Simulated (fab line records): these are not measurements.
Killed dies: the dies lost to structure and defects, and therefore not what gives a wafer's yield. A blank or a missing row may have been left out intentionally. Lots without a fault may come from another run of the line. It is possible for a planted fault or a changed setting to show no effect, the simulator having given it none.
A sampling plan put to the test ; flow nandHarc ; one line in one fab, 45 faults in these records, each fault weighed on the records of the lots it struck
Plan = the line's own looks (route steps where a gauge or an inspection reads the wafer without altering it). Where struck wafers have a number at a look and the file lists that look's usual mean and standard deviation on fault-free wafers, the look can be judged. Caught: at a look after the fault's first step, the mean of the struck wafers lies 4 or more of those standard deviations (sigma) from the usual mean. On the tool: the identical test, applied to the tool's own readings at the steps of the fault. If the struck wafers alone have a blank record, or they carry another recipe, that too counts as caught.

## THE FAULTS, as the simulator had put them in
1. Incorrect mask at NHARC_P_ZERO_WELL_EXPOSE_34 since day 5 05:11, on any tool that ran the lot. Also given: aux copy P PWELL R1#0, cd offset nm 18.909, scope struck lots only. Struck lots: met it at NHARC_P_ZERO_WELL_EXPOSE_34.
2. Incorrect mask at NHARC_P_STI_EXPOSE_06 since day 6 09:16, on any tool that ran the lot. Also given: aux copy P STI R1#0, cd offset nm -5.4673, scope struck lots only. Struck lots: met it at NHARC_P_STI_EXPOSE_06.
3. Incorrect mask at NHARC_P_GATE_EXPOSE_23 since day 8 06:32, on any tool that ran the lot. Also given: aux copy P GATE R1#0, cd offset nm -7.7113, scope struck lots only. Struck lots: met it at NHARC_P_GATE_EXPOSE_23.
4. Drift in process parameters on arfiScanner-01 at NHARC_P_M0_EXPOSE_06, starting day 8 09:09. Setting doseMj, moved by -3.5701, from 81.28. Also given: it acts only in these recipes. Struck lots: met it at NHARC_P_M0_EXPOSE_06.
5. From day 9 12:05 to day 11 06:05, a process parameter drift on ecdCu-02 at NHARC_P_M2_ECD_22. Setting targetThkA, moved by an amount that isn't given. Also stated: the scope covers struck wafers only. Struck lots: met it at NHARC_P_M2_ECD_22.
6. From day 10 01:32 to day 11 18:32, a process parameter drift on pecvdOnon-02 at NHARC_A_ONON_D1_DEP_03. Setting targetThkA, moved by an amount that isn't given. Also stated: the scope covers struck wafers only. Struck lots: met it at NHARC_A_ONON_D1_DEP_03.
7. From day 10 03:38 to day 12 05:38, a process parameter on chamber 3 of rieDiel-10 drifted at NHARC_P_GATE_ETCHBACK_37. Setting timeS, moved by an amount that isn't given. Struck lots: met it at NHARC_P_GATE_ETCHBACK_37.
8. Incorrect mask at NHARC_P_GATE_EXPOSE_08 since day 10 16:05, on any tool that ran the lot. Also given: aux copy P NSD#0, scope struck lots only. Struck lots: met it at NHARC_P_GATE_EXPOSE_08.
9. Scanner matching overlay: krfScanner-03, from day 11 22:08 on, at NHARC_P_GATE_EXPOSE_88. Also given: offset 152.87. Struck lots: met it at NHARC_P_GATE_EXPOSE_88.
10. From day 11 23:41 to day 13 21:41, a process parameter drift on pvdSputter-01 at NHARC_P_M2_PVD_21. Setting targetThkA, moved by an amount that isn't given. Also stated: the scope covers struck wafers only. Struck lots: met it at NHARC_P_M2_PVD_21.
11. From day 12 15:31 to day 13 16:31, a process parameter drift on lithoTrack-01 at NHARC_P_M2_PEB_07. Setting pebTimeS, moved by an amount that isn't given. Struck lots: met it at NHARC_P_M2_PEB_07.
12. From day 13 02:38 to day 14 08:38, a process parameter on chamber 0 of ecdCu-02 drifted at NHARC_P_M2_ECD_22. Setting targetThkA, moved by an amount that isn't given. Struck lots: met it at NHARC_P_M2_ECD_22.
13. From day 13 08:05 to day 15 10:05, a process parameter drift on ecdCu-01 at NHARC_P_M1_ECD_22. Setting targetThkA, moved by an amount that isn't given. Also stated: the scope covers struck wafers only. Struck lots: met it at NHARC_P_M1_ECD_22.
14. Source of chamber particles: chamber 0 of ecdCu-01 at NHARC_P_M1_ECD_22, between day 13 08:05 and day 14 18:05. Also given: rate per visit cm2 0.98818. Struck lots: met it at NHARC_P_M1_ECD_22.
15. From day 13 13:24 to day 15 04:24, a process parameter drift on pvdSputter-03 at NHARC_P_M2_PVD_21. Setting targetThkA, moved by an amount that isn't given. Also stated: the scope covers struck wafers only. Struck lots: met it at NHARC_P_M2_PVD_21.
16. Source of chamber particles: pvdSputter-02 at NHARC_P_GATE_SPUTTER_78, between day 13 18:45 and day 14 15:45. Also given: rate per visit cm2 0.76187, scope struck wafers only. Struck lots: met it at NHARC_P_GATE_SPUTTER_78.
17. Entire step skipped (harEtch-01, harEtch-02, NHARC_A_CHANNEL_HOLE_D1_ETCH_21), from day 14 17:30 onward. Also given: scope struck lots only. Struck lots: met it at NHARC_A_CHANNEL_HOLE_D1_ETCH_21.
18. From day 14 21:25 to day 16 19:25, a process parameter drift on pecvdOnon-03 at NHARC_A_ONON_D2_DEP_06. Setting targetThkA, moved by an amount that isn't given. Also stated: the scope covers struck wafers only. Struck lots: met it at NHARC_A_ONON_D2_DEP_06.
19. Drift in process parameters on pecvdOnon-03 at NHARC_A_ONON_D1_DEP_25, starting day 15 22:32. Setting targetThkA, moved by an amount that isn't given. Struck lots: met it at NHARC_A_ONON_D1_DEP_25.
20. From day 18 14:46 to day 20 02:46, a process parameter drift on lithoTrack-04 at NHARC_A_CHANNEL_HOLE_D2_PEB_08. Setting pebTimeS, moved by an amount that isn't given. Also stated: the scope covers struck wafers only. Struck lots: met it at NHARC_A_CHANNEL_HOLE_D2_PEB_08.
21. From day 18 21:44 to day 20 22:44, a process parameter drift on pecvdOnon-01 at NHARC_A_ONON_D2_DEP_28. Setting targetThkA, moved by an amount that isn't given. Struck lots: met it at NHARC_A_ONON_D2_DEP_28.
22. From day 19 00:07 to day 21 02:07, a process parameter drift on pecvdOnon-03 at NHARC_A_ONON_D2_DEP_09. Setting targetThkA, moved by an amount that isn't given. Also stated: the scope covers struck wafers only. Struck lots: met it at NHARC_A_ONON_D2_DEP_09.
23. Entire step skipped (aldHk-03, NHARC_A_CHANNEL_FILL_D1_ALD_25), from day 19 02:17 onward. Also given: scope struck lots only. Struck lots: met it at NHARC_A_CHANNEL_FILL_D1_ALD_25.
24. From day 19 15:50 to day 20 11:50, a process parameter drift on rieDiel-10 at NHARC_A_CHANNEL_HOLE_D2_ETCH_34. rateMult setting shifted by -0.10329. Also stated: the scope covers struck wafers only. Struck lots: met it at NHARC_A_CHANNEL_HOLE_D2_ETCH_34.
25. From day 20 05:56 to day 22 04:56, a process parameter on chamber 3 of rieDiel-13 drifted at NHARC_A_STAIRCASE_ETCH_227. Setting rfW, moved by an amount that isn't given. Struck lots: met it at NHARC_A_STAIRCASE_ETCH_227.
26. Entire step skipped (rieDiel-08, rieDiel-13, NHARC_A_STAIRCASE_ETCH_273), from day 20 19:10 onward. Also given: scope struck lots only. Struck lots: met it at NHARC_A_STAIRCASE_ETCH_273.
27. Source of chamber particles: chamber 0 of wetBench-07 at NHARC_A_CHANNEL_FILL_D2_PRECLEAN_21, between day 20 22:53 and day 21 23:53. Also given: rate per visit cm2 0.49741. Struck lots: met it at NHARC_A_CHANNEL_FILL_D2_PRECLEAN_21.
28. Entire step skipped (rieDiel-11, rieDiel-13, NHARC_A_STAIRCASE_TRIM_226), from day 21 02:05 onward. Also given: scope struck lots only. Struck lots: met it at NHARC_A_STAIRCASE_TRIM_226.
29. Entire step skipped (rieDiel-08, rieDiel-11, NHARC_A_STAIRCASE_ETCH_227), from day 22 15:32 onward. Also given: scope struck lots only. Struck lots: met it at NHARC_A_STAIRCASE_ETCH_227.
30. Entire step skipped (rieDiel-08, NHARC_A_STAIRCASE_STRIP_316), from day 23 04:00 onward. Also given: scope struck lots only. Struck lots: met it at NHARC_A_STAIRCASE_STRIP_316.
31. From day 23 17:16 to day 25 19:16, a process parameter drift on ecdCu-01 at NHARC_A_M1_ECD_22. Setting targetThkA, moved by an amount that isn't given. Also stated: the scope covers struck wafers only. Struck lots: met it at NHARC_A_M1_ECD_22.
32. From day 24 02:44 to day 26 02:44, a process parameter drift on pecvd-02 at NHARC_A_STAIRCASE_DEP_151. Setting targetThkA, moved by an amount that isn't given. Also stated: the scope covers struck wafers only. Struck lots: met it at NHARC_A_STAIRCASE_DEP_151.
33. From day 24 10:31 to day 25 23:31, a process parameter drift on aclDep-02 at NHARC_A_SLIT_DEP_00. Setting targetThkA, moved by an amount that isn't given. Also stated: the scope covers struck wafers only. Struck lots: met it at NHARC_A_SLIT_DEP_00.
34. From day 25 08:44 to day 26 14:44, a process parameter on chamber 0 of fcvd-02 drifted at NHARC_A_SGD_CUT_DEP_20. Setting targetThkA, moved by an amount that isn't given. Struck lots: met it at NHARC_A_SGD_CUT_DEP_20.
35. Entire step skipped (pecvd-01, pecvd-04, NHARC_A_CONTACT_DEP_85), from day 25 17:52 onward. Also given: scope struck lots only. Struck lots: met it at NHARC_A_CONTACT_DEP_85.
36. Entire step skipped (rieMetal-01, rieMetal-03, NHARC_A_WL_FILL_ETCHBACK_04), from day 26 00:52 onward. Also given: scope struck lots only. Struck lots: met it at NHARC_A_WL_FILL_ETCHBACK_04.
37. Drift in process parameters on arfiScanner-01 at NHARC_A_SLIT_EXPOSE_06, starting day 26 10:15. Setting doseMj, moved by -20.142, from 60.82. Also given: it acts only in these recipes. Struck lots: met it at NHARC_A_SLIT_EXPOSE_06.
38. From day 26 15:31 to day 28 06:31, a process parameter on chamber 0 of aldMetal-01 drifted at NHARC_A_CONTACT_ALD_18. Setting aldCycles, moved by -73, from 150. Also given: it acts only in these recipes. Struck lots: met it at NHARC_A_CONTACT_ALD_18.
39. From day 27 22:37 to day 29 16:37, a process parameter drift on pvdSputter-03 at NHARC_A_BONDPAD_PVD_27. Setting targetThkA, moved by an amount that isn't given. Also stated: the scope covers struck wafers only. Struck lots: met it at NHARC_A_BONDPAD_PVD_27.
40. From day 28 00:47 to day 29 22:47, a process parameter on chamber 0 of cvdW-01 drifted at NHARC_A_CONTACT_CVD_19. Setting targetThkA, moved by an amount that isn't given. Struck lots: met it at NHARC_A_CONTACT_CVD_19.
41. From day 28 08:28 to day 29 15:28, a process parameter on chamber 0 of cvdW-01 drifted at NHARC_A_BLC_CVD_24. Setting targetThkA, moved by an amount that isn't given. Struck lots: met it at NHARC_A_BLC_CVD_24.
42. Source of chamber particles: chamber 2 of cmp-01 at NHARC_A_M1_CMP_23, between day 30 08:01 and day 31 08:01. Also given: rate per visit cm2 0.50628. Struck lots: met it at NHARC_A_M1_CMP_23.
43. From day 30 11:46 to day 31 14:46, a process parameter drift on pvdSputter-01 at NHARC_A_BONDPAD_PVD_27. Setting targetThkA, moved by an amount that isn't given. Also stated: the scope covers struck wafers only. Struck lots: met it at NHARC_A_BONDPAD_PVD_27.
44. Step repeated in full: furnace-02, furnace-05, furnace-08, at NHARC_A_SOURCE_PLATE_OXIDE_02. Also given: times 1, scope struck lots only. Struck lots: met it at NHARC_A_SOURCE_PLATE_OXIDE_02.
45. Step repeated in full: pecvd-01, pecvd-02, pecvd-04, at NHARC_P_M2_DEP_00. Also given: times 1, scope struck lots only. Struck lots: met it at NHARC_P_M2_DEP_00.

## WHAT THE PLAN SAW
fault;on the tool itself;first look that catches it;reading, sigma;median hours from its first step to that look;hours from the fault's start to the first struck lot there;judged looks passed uncaught
1;under 2 sigma;NHARC_P_ZERO_WELL_CD_MEAS_37;cdNm +12;0.2;3;0
2;no reading that can be judged;none of the 6 looks that can be judged after it;strongest: trenchFootCdNm at NHARC_P_STI_OCD_MEAS_17, -3.0;-;-;6
3;under 2 sigma;NHARC_P_GATE_CD_MEAS_26;cdNm -11;0.1;0;0
4;exposureDoseMJCm2 -35 sigma;not the one look that can be judged after it;strongest: cdNm at NHARC_P_M0_CD_MEAS_09, -3.6;-;-;1
5;under 2 sigma;none of the 3 looks that can be judged after it;-;-;-;3
6;no reading that can be judged;NHARC_A_ONON_D1_THK_MEAS_05;thkNm +44;0.5;13;0
7;runLengthS +20 sigma;NHARC_END_SORT_01;killedAtPeriphery +99 or beyond;458.5;498;0
8;under 2 sigma;NHARC_END_SORT_01;killedAtPeriphery +99 or beyond;484.2;483;0
9;under 2 sigma;no look after it can be judged;-;-;-;0
10;under 2 sigma;NHARC_END_SORT_01;killedAtPeriphery +99 or beyond;435.6;453;0
11;under 2 sigma;NHARC_P_M2_CD_MEAS_09;cdNm +7.0;0.1;1;0
12;no reading that can be judged;no look after it can be judged;-;-;-;0
13;no reading that can be judged;no look after it can be judged;-;-;-;0
14;no reading that can be judged;NHARC_END_SORT_01;killedAtPeriphery +99 or beyond;426.4;425;1
15;under 2 sigma;NHARC_END_SORT_01;killedAtPeriphery +99 or beyond;412.0;410;0
16;no reading that can be judged;NHARC_P_GATE_INSPECT_68;rawDefectCount +9.5;0.9;14;0
17;the tool's record is blank for the struck wafers;NHARC_A_CHANNEL_HOLE_D1_CD_MEAS_30;cdNm -64;5.1;6;0
18;under 2 sigma;NHARC_A_ONON_D2_THK_MEAS_08;thkNm -48;0.5;17;0
19;no reading that can be judged;NHARC_A_ONON_D1_THK_MEAS_27;thkNm +97;0.5;18;0
20;under 2 sigma;none of the 2 looks that can be judged after it;strongest: cdNm at NHARC_A_CHANNEL_HOLE_D2_CD_MEAS_10, +3.9;-;-;2
21;no reading that can be judged;NHARC_A_ONON_D2_THK_MEAS_30;thkNm +18;0.5;8;0
22;under 2 sigma;NHARC_A_ONON_D2_THK_MEAS_11;thkNm -7.0;0.5;6;0
23;the tool's record is blank for the struck wafers;NHARC_END_SORT_01;killedAtArray +36;344.7;330;0
24;oesProductAu -5.0 sigma;NHARC_END_SORT_01;killedAtArray +11;259.3;263;0
25;rfFwdPowerW -79 sigma;NHARC_END_SORT_01;killedAtArray +36;196.6;206;0
26;the tool's record is blank for the struck wafers;NHARC_END_SORT_01;killedAtArray +36;189.7;192;0
27;no reading that can be judged;NHARC_END_SORT_01;killedAtArray +4.7;219.0;229;1
28;the tool's record is blank for the struck wafers;NHARC_END_SORT_01;killedAtArray +36;196.4;205;0
29;the tool's record is blank for the struck wafers;NHARC_END_SORT_01;killedAtArray +36;191.9;188;0
30;the tool's record is blank for the struck wafers;NHARC_END_SORT_01;killedAtArray +36;179.8;179;0
31;no reading that can be judged;not the one look that can be judged after it;-;-;-;1
32;under 2 sigma;NHARC_END_SORT_01;killedAtArray +36;148.7;154;0
33;under 2 sigma;NHARC_END_SORT_01;killedAtArray +10;115.0;127;0
34;no reading that can be judged;no look after it can be judged;-;-;-;0
35;the tool's record is blank for the struck wafers;NHARC_END_SORT_01;killedAtArray +36;54.0;66;0
36;the tool's record is blank for the struck wafers;NHARC_END_SORT_01;killedAtArray +36;95.7;103;0
37;exposureDoseMJCm2 -99 or beyond sigma;NHARC_A_SLIT_CD_MEAS_09;cdNm -24;0.1;10;0
38;under 2 sigma;NHARC_END_SORT_01;killedAtArray +36;51.6;54;0
39;under 2 sigma;NHARC_END_SORT_01;killedAtArray +36;31.7;40;0
40;under 2 sigma;not the one look that can be judged after it;-;-;-;1
41;under 2 sigma;no look after it can be judged;-;-;-;0
42;under 2 sigma;NHARC_END_SORT_01;killedAtArray +12;47.0;71;1
43;under 2 sigma;NHARC_END_SORT_01;killedAtArray +36;36.7;60;0
44;under 2 sigma;NHARC_A_SOURCE_PLATE_THK_MEAS_09;thkNm +5.8;10.6;-;0
45;no reading that can be judged;NHARC_END_SORT_01;killedAtPeriphery +99 or beyond;424.4;-;0
A dash: the fault is not caught, or the number is missing from these records.

Caught at a look: 34 of 45. Caught on the tool: 13 of 45. By one or the other: 35 of 45.
Caught on the tool alone: fault 4.
Caught at a look alone: faults 1, 3, 6, 8, 10, 11, 14, 15, 16, 18, 19, 21, 22, 27, 32, 33, 38, 39, 42, 43, 44, 45.
Caught by neither: faults 2, 5, 9, 12, 13, 20, 31, 34, 40, 41.

## THINNER SAMPLING
Were the look that catches a fault to measure just every second or every third lot (counted by lot number), the first struck lot would, at worst, be measured this late:
fault;struck lots at that look, in order of time;every lot;every second lot;every third lot
1;L491;3 h;may miss it;may miss it
3;L751;0 h;may miss it;may miss it
6;L663, L664, L666;13 h;22 h;may miss all 3
7;L847;498 h;may miss it;may miss it
8;L545;483 h;may miss it;may miss it
10;L286;453 h;may miss it;may miss it
11;L527, L530;1 h;19 h;may miss all 2
14;L795, L798;425 h;440 h;may miss all 2
15;L334, L337;410 h;464 h;may miss all 2
16;L904, L905;14 h;20 h;may miss all 2
17;L337, L338;6 h;23 h;may miss all 2
18;L849, L850;17 h;23 h;may miss all 2
19;L665, L667;18 h;may miss all 2;may miss all 2
21;L310, L312;8 h;may miss all 2;may miss all 2
22;L583, L585;6 h;may miss all 2;may miss all 2
23;L938, L939;330 h;366 h;may miss all 2
24;L590;263 h;may miss it;may miss it
25;L662, L663;206 h;227 h;may miss all 2
26;L989, L988, L990;192 h;192 h;212 h
27;L583;229 h;may miss it;may miss it
28;L548, L550, L549;205 h;233 h;233 h
29;L331, L330;188 h;201 h;may miss all 2
30;L411, L407;179 h;may miss all 2;may miss all 2
32;L802, L801;154 h;166 h;may miss all 2
33;L200, L202, L204;127 h;may miss all 3;145 h
35;L394, L396, L398;66 h;may miss all 3;74 h
36;L493, L495;103 h;may miss all 2;may miss all 2
37;L733, L736;10 h;38 h;may miss all 2
38;L984, L985;54 h;72 h;may miss all 2
39;L856;40 h;may miss it;may miss it
42;L568;71 h;may miss it;may miss it
43;L798;60 h;may miss it;may miss it
Hours count from the start of the fault until the first struck lot that is measured. Since the struck wafers were tested as one group against 4 sigma, a single lot by itself may lie under the limit. Other struck lots may not be in these records.

## THE LONGEST TIMED WAY FROM STEP TO LOOK
Fault 8: the median time between NHARC_P_GATE_EXPOSE_08 and NHARC_END_SORT_01 is 484.2 hours. No look between them can be judged.
